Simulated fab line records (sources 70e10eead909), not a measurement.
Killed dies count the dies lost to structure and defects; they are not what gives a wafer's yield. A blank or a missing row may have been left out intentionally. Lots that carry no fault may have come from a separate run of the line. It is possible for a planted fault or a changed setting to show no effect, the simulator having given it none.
fab line records / flow nand-harc
record: lots: 5 wafers: 15 last-day: 25
route steps=1159 shown P_M2@337
lots that met no fault: from a run of the same line without faults
start-h: start of the lot's first displayed wafer, in hours after the record's first day / wait-h: hours elapsed since this lot's preceding step / " as in the row above / L1.1+2: a single row standing in for several wafers / - no value present, or no start provided / * or withheld: withheld / < > ~ a bound
route shown NAME@n: a module of which the file shows steps, and the number in the route of the first / usual: mean and standard deviation over wafers with no fault / same: alike in all rows / chamber/n: place in a boat / sites: each site's reading / _std_site: standard deviation of those values / _edge_site: inner sites' mean taken away from outer sites' mean / radius-mm: for every site, how far away it sits from the centre of the wafer / mask NAME#n: copy n / behind: the tool/chamber that last shaped the wafer / hold: what put the lot on hold/how long, in hours/how the hold closed / device: names the non-switching transistor (n, p or np) / end of line: tests run on the same wafers once the route is complete / a step with no rows: only its recipe / killed: dies that structure and defects cost at the first sort, which is not the same as the wafer's yield / map: the dies of a wafer, with x for killed, . for not killed, _ for no die there
set.NAME: the setting that was run; set.NAME@STEP: the one run at that earlier step / model.NAME: the simulator's own value behind a step, which no gauge read
lots at some steps of the route; a table a step, a row a wafer
services: when a tool's chamber went out of use (start-h, in hours from the record's first day, below 0 if earlier), for how many hours, and the reason
== steps ==
step: NHARC_P_M2_STRIP_19
recipe: time-s: 600 temp-c: 30 chemistry: post-etch-residue-remover
step: NHARC_P_M2_DEGAS_29
recipe: temp-c: 250 time-s: 60
usual: heater-power-w: 324/40
lot.wafer=L223.1 tool=pvd-sputter-03 chamber=- start-h=141.25 wait-h=- heater-power-w=329
lot.wafer=L223.3 tool=pvd-sputter-03 chamber=- start-h=141.25 wait-h=- heater-power-w=315
lot.wafer=L223.5 tool=pvd-sputter-03 chamber=- start-h=141.25 wait-h=- heater-power-w=316
lot.wafer=L238.1 tool=pvd-sputter-03 chamber=- start-h=224.44 wait-h=- heater-power-w=381
lot.wafer=L238.6 tool=pvd-sputter-03 chamber=- start-h=224.44 wait-h=- heater-power-w=343
lot.wafer=L238.5 tool=pvd-sputter-03 chamber=- start-h=224.44 wait-h=- heater-power-w=330
lot.wafer=L240.4 tool=pvd-sputter-01 chamber=- start-h=235.77 wait-h=- heater-power-w=248
lot.wafer=L240.2 tool=pvd-sputter-01 chamber=- start-h=235.77 wait-h=- heater-power-w=331
lot.wafer=L240.5 tool=pvd-sputter-01 chamber=- start-h=235.77 wait-h=- heater-power-w=252
lot.wafer=L244.2 tool=pvd-sputter-02 chamber=- start-h=258.27 wait-h=- heater-power-w=282
lot.wafer=L244.3 tool=pvd-sputter-02 chamber=- start-h=258.27 wait-h=- heater-power-w=304
lot.wafer=L244.5 tool=pvd-sputter-02 chamber=- start-h=258.27 wait-h=- heater-power-w=285
lot.wafer=L243.2 tool=pvd-sputter-01 chamber=- start-h=263.25 wait-h=- heater-power-w=336
lot.wafer=L243.4 tool=pvd-sputter-01 chamber=- start-h=263.25 wait-h=- heater-power-w=341
lot.wafer=L243.6 tool=pvd-sputter-01 chamber=- start-h=263.25 wait-h=- heater-power-w=340
step: NHARC_P_M2_PRE_CLEAN_30
recipe: time-s: 30 temp-c: 280 gas: H2/He
step: NHARC_P_M2_PVD_20
recipe: target-thk-a: 50 bias-v: 168.6 power-w: 15000 chamber-pressure-pa: 0.12 time-s: 8.06 substrate-temp-c: 50 material: TaN
usual: chamber-pressure-pa: 0.11996/0.00025 throttle-valve-pct: 29.8/1.1
lot.wafer=L223.3 tool=pvd-sputter-03 chamber=- start-h=- wait-h=- chamber-pressure-pa=0.1199 throttle-valve-pct=29.9
lot.wafer=L223.1 tool=pvd-sputter-03 chamber=- start-h=- wait-h=- chamber-pressure-pa=0.11977 throttle-valve-pct=30.0
lot.wafer=L223.5 tool=pvd-sputter-03 chamber=- start-h=- wait-h=- chamber-pressure-pa=0.1204 throttle-valve-pct=30.7
lot.wafer=L238.1 tool=pvd-sputter-03 chamber=- start-h=- wait-h=- chamber-pressure-pa=0.11978 throttle-valve-pct=27.4
lot.wafer=L238.5 tool=pvd-sputter-03 chamber=- start-h=- wait-h=- chamber-pressure-pa=0.12009 throttle-valve-pct=29.6
lot.wafer=L238.6 tool=pvd-sputter-03 chamber=- start-h=- wait-h=- chamber-pressure-pa=0.11989 throttle-valve-pct=30.3
lot.wafer=L240.2 tool=pvd-sputter-01 chamber=- start-h=- wait-h=- chamber-pressure-pa=0.11997 throttle-valve-pct=29.6
lot.wafer=L240.4 tool=pvd-sputter-01 chamber=- start-h=- wait-h=- chamber-pressure-pa=0.12033 throttle-valve-pct=30.8
lot.wafer=L240.5 tool=pvd-sputter-01 chamber=- start-h=- wait-h=- chamber-pressure-pa=0.11983 throttle-valve-pct=30.5
lot.wafer=L244.3 tool=pvd-sputter-02 chamber=- start-h=- wait-h=- chamber-pressure-pa=0.11965 throttle-valve-pct=30.1
lot.wafer=L244.2 tool=pvd-sputter-02 chamber=- start-h=- wait-h=- chamber-pressure-pa=0.12016 throttle-valve-pct=30.5
lot.wafer=L244.5 tool=pvd-sputter-02 chamber=- start-h=- wait-h=- chamber-pressure-pa=0.11949 throttle-valve-pct=29.9
lot.wafer=L243.4 tool=pvd-sputter-01 chamber=- start-h=- wait-h=- chamber-pressure-pa=0.11988 throttle-valve-pct=30.0
lot.wafer=L243.2 tool=pvd-sputter-01 chamber=- start-h=- wait-h=- chamber-pressure-pa=0.11994 throttle-valve-pct=30.4
lot.wafer=L243.6 tool=pvd-sputter-01 chamber=- start-h=- wait-h=- chamber-pressure-pa=0.12011 throttle-valve-pct=29.9
step: NHARC_P_M2_PVD_21
recipe: target-thk-a: 300 chamber-pressure-pa: 5 power-w: 5000 substrate-temp-c: 30 time-s: 20.49 material: Cu
usual: chamber-pressure-pa: 5.000/0.0091 throttle-valve-pct: 29.8/1
lot.wafer=L223.1 tool=pvd-sputter-03 chamber=- start-h=- wait-h=- chamber-pressure-pa=5.011 throttle-valve-pct=29.9
lot.wafer=L223.3 tool=pvd-sputter-03 chamber=- start-h=- wait-h=- chamber-pressure-pa=5.009 throttle-valve-pct=27.7
lot.wafer=L223.5 tool=pvd-sputter-03 chamber=- start-h=- wait-h=- chamber-pressure-pa=5.007 throttle-valve-pct=30.6
lot.wafer=L238.1 tool=pvd-sputter-03 chamber=- start-h=- wait-h=- chamber-pressure-pa=4.996 throttle-valve-pct=30.0
lot.wafer=L238.5 tool=pvd-sputter-03 chamber=- start-h=- wait-h=- chamber-pressure-pa=5.014 throttle-valve-pct=27.1
lot.wafer=L238.6 tool=pvd-sputter-03 chamber=- start-h=- wait-h=- chamber-pressure-pa=5.008 throttle-valve-pct=30.8
lot.wafer=L240.2 tool=pvd-sputter-01 chamber=- start-h=- wait-h=- chamber-pressure-pa=4.988 throttle-valve-pct=29.8
lot.wafer=L240.4 tool=pvd-sputter-01 chamber=- start-h=- wait-h=- chamber-pressure-pa=4.996 throttle-valve-pct=30.8
lot.wafer=L240.5 tool=pvd-sputter-01 chamber=- start-h=- wait-h=- chamber-pressure-pa=4.997 throttle-valve-pct=29.8
lot.wafer=L244.2 tool=pvd-sputter-02 chamber=- start-h=- wait-h=- chamber-pressure-pa=4.992 throttle-valve-pct=30.7
lot.wafer=L244.3 tool=pvd-sputter-02 chamber=- start-h=- wait-h=- chamber-pressure-pa=5.003 throttle-valve-pct=29.3
lot.wafer=L244.5 tool=pvd-sputter-02 chamber=- start-h=- wait-h=- chamber-pressure-pa=4.985 throttle-valve-pct=29.3
lot.wafer=L243.2 tool=pvd-sputter-01 chamber=- start-h=- wait-h=- chamber-pressure-pa=4.998 throttle-valve-pct=30.3
lot.wafer=L243.4 tool=pvd-sputter-01 chamber=- start-h=- wait-h=- chamber-pressure-pa=4.994 throttle-valve-pct=30.1
lot.wafer=L243.6 tool=pvd-sputter-01 chamber=- start-h=- wait-h=- chamber-pressure-pa=4.993 throttle-valve-pct=30.0
step: NHARC_P_M2_ECD_22
recipe: target-thk-a: 4000 bath-temp-c: 25 material: Cu
step: NHARC_P_M2_ANNEAL_31
recipe: temp-c: 225 time-s: 90
step: NHARC_P_M2_CMP_23
recipe: t-overpolish-s: 20 target-thk-nm: 144.3
usual: motor-current-A: 12.2/1.5 time-to-endpoint-s: 28.0/2.6
lot.wafer=L223.3 tool=cmp-02 chamber=3 start-h=142.33 wait-h=- motor-current-A=11.5 time-to-endpoint-s=27.3
lot.wafer=L223.1 tool=cmp-02 chamber=2 start-h=142.33 wait-h=- motor-current-A=14.1 time-to-endpoint-s=28.9
lot.wafer=L223.5 tool=cmp-02 chamber=3 start-h=142.33 wait-h=- motor-current-A=11.6 time-to-endpoint-s=29.3
lot.wafer=L238.1 tool=cmp-02 chamber=2 start-h=225.53 wait-h=- motor-current-A=13.9 time-to-endpoint-s=30.9
lot.wafer=L238.5 tool=cmp-02 chamber=1 start-h=225.53 wait-h=- motor-current-A=12.6 time-to-endpoint-s=25.1
lot.wafer=L238.6 tool=cmp-02 chamber=2 start-h=225.53 wait-h=- motor-current-A=13.5 time-to-endpoint-s=29.8
lot.wafer=L240.2 tool=cmp-04 chamber=1 start-h=236.86 wait-h=- motor-current-A=9.2 time-to-endpoint-s=26.8
lot.wafer=L240.4 tool=cmp-04 chamber=3 start-h=236.86 wait-h=- motor-current-A=11.8 time-to-endpoint-s=30.4
lot.wafer=L240.5 tool=cmp-04 chamber=1 start-h=236.86 wait-h=- motor-current-A=9.1 time-to-endpoint-s=24.5
lot.wafer=L244.2 tool=cmp-02 chamber=3 start-h=259.43 wait-h=- motor-current-A=11.8 time-to-endpoint-s=26.6
lot.wafer=L244.3 tool=cmp-02 chamber=0 start-h=259.43 wait-h=- motor-current-A=9.9 time-to-endpoint-s=27.9
lot.wafer=L244.5 tool=cmp-02 chamber=0 start-h=259.43 wait-h=- motor-current-A=10.0 time-to-endpoint-s=28.3
lot.wafer=L243.4 tool=cmp-03 chamber=3 start-h=264.32 wait-h=- motor-current-A=11.7 time-to-endpoint-s=25.2
lot.wafer=L243.2 tool=cmp-03 chamber=0 start-h=264.32 wait-h=- motor-current-A=12.7 time-to-endpoint-s=26.5
lot.wafer=L243.6 tool=cmp-03 chamber=0 start-h=264.32 wait-h=- motor-current-A=13.7 time-to-endpoint-s=24.5
step: NHARC_P_M2_THK_MEAS_24
recipe: thk-meas-gauge: xrf
usual: thk-nm: 144.0/1.5
lot.wafer=L223.1 tool=film-metro-02 chamber=- start-h=142.64 wait-h=- thk-nm=145.3
lot.wafer=L223.3 tool=film-metro-02 chamber=- start-h=142.64 wait-h=- thk-nm=143.2
lot.wafer=L223.5 tool=film-metro-02 chamber=- start-h=142.64 wait-h=- thk-nm=146.4
lot.wafer=L238.1 tool=film-metro-02 chamber=- start-h=225.83 wait-h=- thk-nm=144.2
lot.wafer=L238.5 tool=film-metro-02 chamber=- start-h=225.83 wait-h=- thk-nm=144.0
lot.wafer=L238.6 tool=film-metro-02 chamber=- start-h=225.83 wait-h=- thk-nm=145.1
lot.wafer=L240.2 tool=film-metro-01 chamber=- start-h=237.16 wait-h=- thk-nm=144.3
lot.wafer=L240.4 tool=film-metro-01 chamber=- start-h=237.16 wait-h=- thk-nm=145.6
lot.wafer=L240.5 tool=film-metro-01 chamber=- start-h=237.16 wait-h=- thk-nm=144.3
lot.wafer=L244.2 tool=film-metro-01 chamber=- start-h=259.75 wait-h=- thk-nm=144.7
lot.wafer=L244.3 tool=film-metro-01 chamber=- start-h=259.75 wait-h=- thk-nm=143.3
lot.wafer=L244.5 tool=film-metro-01 chamber=- start-h=259.75 wait-h=- thk-nm=143.6
lot.wafer=L243.2 tool=film-metro-02 chamber=- start-h=264.64 wait-h=- thk-nm=143.7
lot.wafer=L243.4 tool=film-metro-02 chamber=- start-h=264.64 wait-h=- thk-nm=144.0
lot.wafer=L243.6 tool=film-metro-02 chamber=- start-h=264.64 wait-h=- thk-nm=142.7
step: NHARC_P_M2_SRD_25
step: NHARC_P_M2_INSPECT_27
usual: raw-defect-count: 346/150
lot.wafer=L223.1 tool=defect-inspect-01 chamber=- start-h=142.80 wait-h=0.0 raw-defect-count=174
lot.wafer=L223.3 tool=defect-inspect-01 chamber=- start-h=142.80 wait-h=0.0 raw-defect-count=324
lot.wafer=L223.5 tool=defect-inspect-01 chamber=- start-h=142.80 wait-h=0.0 raw-defect-count=186
lot.wafer=L238.1 tool=defect-inspect-01 chamber=- start-h=225.98 wait-h=0.0 raw-defect-count=312
lot.wafer=L238.5 tool=defect-inspect-01 chamber=- start-h=225.98 wait-h=0.0 raw-defect-count=243
lot.wafer=L238.6 tool=defect-inspect-01 chamber=- start-h=225.98 wait-h=0.0 raw-defect-count=199
lot.wafer=L240.2 tool=defect-inspect-02 chamber=- start-h=237.31 wait-h=0.0 raw-defect-count=224
lot.wafer=L240.4 tool=defect-inspect-02 chamber=- start-h=237.31 wait-h=0.0 raw-defect-count=207
lot.wafer=L240.5 tool=defect-inspect-02 chamber=- start-h=237.31 wait-h=0.0 raw-defect-count=275
lot.wafer=L244.2 tool=defect-inspect-01 chamber=- start-h=259.92 wait-h=0.1 raw-defect-count=387
lot.wafer=L244.3 tool=defect-inspect-01 chamber=- start-h=259.92 wait-h=0.1 raw-defect-count=259
lot.wafer=L244.5 tool=defect-inspect-01 chamber=- start-h=259.92 wait-h=0.1 raw-defect-count=184
lot.wafer=L243.2 tool=defect-inspect-02 chamber=- start-h=264.80 wait-h=0.0 raw-defect-count=409
lot.wafer=L243.4 tool=defect-inspect-02 chamber=- start-h=264.80 wait-h=0.0 raw-defect-count=405
lot.wafer=L243.6 tool=defect-inspect-02 chamber=- start-h=264.80 wait-h=0.0 raw-defect-count=674
step: NHARC_P_M2_PRE_CLEAN_32
recipe: time-s: 12 temp-c: 370 rf-power-w: 300 gas: NH3
usual: heater-power-w: 622/71 rf-fwd-power-W: 292.6/0.94
lot.wafer=L223.3 tool=pecvd-04 chamber=2 start-h=142.87 wait-h=0.1 heater-power-w=673 rf-fwd-power-W=294.3
lot.wafer=L223.1 tool=pecvd-04 chamber=0 start-h=142.87 wait-h=0.1 heater-power-w=760 rf-fwd-power-W=293.0
lot.wafer=L223.5 tool=pecvd-04 chamber=2 start-h=142.87 wait-h=0.1 heater-power-w=681 rf-fwd-power-W=293.7
lot.wafer=L238.1 tool=pecvd-04 chamber=1 start-h=226.06 wait-h=0.1 heater-power-w=655 rf-fwd-power-W=292.8
lot.wafer=L238.6 tool=pecvd-04 chamber=0 start-h=226.06 wait-h=0.1 heater-power-w=764 rf-fwd-power-W=292.4
lot.wafer=L238.5 tool=pecvd-04 chamber=2 start-h=226.06 wait-h=0.1 heater-power-w=704 rf-fwd-power-W=292.0
lot.wafer=L240.2 tool=pecvd-04 chamber=1 start-h=237.38 wait-h=0.1 heater-power-w=613 rf-fwd-power-W=292.8
lot.wafer=L240.5 tool=pecvd-04 chamber=1 start-h=237.38 wait-h=0.1 heater-power-w=618 rf-fwd-power-W=293.7
lot.wafer=L240.4 tool=pecvd-04 chamber=0 start-h=237.38 wait-h=0.1 heater-power-w=683 rf-fwd-power-W=305.1
lot.wafer=L244.2 tool=pecvd-01 chamber=0 start-h=260.01 wait-h=0.1 heater-power-w=666 rf-fwd-power-W=292.9
lot.wafer=L244.3 tool=pecvd-01 chamber=1 start-h=260.01 wait-h=0.1 heater-power-w=640 rf-fwd-power-W=292.3
lot.wafer=L244.5 tool=pecvd-01 chamber=1 start-h=260.01 wait-h=0.1 heater-power-w=623 rf-fwd-power-W=293.5
lot.wafer=L243.2 tool=pecvd-03 chamber=1 start-h=264.86 wait-h=0.1 heater-power-w=642 rf-fwd-power-W=292.8
lot.wafer=L243.6 tool=pecvd-03 chamber=1 start-h=264.86 wait-h=0.1 heater-power-w=654 rf-fwd-power-W=292.0
lot.wafer=L243.4 tool=pecvd-03 chamber=2 start-h=264.86 wait-h=0.1 heater-power-w=514 rf-fwd-power-W=293.9
step: NHARC_P_M2_DEP_33
recipe: target-thk-a: 300 temp-c: 370 target-thk-nm: 30 pressure-torr: 3 flow-sccm: 200 rf-w: 450 material: SiCN
usual: heater-power-w: 561/69
lot.wafer=L223.3 tool=pecvd-04 chamber=2 start-h=142.94 wait-h=0.1 heater-power-w=632
lot.wafer=L223.1 tool=pecvd-04 chamber=0 start-h=142.94 wait-h=0.1 heater-power-w=706
lot.wafer=L223.5 tool=pecvd-04 chamber=2 start-h=142.94 wait-h=0.1 heater-power-w=643
lot.wafer=L238.1 tool=pecvd-04 chamber=1 start-h=226.17 wait-h=0.1 heater-power-w=574
lot.wafer=L238.6 tool=pecvd-04 chamber=0 start-h=226.17 wait-h=0.1 heater-power-w=691
lot.wafer=L238.5 tool=pecvd-04 chamber=2 start-h=226.17 wait-h=0.1 heater-power-w=677
lot.wafer=L240.2 tool=pecvd-04 chamber=1 start-h=237.46 wait-h=0.1 heater-power-w=529
lot.wafer=L240.5 tool=pecvd-04 chamber=1 start-h=237.46 wait-h=0.1 heater-power-w=519
lot.wafer=L240.4 tool=pecvd-04 chamber=0 start-h=237.46 wait-h=0.1 heater-power-w=682
lot.wafer=L244.2 tool=pecvd-01 chamber=0 start-h=260.11 wait-h=0.1 heater-power-w=634
lot.wafer=L244.3 tool=pecvd-01 chamber=1 start-h=260.11 wait-h=0.1 heater-power-w=562
lot.wafer=L244.5 tool=pecvd-01 chamber=1 start-h=260.11 wait-h=0.1 heater-power-w=535
lot.wafer=L243.2 tool=pecvd-03 chamber=1 start-h=264.95 wait-h=0.1 heater-power-w=556
lot.wafer=L243.6 tool=pecvd-03 chamber=1 start-h=264.95 wait-h=0.1 heater-power-w=583
lot.wafer=L243.4 tool=pecvd-03 chamber=2 start-h=264.95 wait-h=0.1 heater-power-w=474
== services ==
tool=cmp-02 chamber=- start-h=128.56 hours=4.0 kind=pm
tool=cmp-02 chamber=- start-h=132.56 hours=- kind=consumable-replace:conditioner
tool=cmp-02 chamber=- start-h=132.56 hours=- kind=consumable-replace:pad
tool=cmp-04 chamber=- start-h=142.00 hours=6.0 kind=repair
tool=cmp-03 chamber=- start-h=156.02 hours=4.0 kind=pm
tool=pecvd-03 chamber=- start-h=156.91 hours=0.2 kind=repair
tool=pvd-sputter-01 chamber=- start-h=158.00 hours=10.0 kind=pm
tool=pecvd-04 chamber=- start-h=195.33 hours=13.0 kind=pm
tool=pecvd-04 chamber=0 start-h=195.33 hours=13.0 kind=vent-cycle
tool=pecvd-04 chamber=1 start-h=195.33 hours=13.0 kind=vent-cycle
tool=pecvd-04 chamber=2 start-h=195.33 hours=13.0 kind=vent-cycle
tool=pecvd-01 chamber=0 start-h=197.05 hours=7.9 kind=repair
tool=cmp-02 chamber=- start-h=198.66 hours=11.7 kind=repair
tool=cmp-04 chamber=- start-h=203.14 hours=4.0 kind=pm
tool=pecvd-04 chamber=0 start-h=208.33 hours=- kind=clean
tool=pecvd-04 chamber=1 start-h=208.33 hours=- kind=clean
tool=pecvd-04 chamber=2 start-h=208.33 hours=- kind=clean
tool=pvd-sputter-02 chamber=- start-h=217.91 hours=10.0 kind=pm
tool=cmp-03 chamber=- start-h=219.37 hours=0.3 kind=repair
tool=cmp-02 chamber=- start-h=226.56 hours=4.0 kind=pm
tool=cmp-02 chamber=- start-h=230.56 hours=- kind=consumable-replace:conditioner
tool=pecvd-01 chamber=- start-h=237.19 hours=13.0 kind=pm
tool=cmp-03 chamber=- start-h=248.95 hours=1.2 kind=repair
tool=cmp-03 chamber=- start-h=254.02 hours=4.0 kind=pm
== key ==
first-sign: step: NHARC_P_M2_PRE_CLEAN_32 reading: rf-fwd-power-W direction: up sigmas: 13 usual: * struck: *
effect none on later readings
met-at NHARC_P_M2_PRE_CLEAN_32
struck-wafers L240.4
onset-between 226.06 237.38
fault: kind: process-parameter-drift tool: pecvd-04 chamber: 0 onset-h: 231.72 steps: NHARC_P_M2_PRE_CLEAN_32 channel: rf-power-w offset: * shape: step end-h: 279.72 acts-in: * stated: *
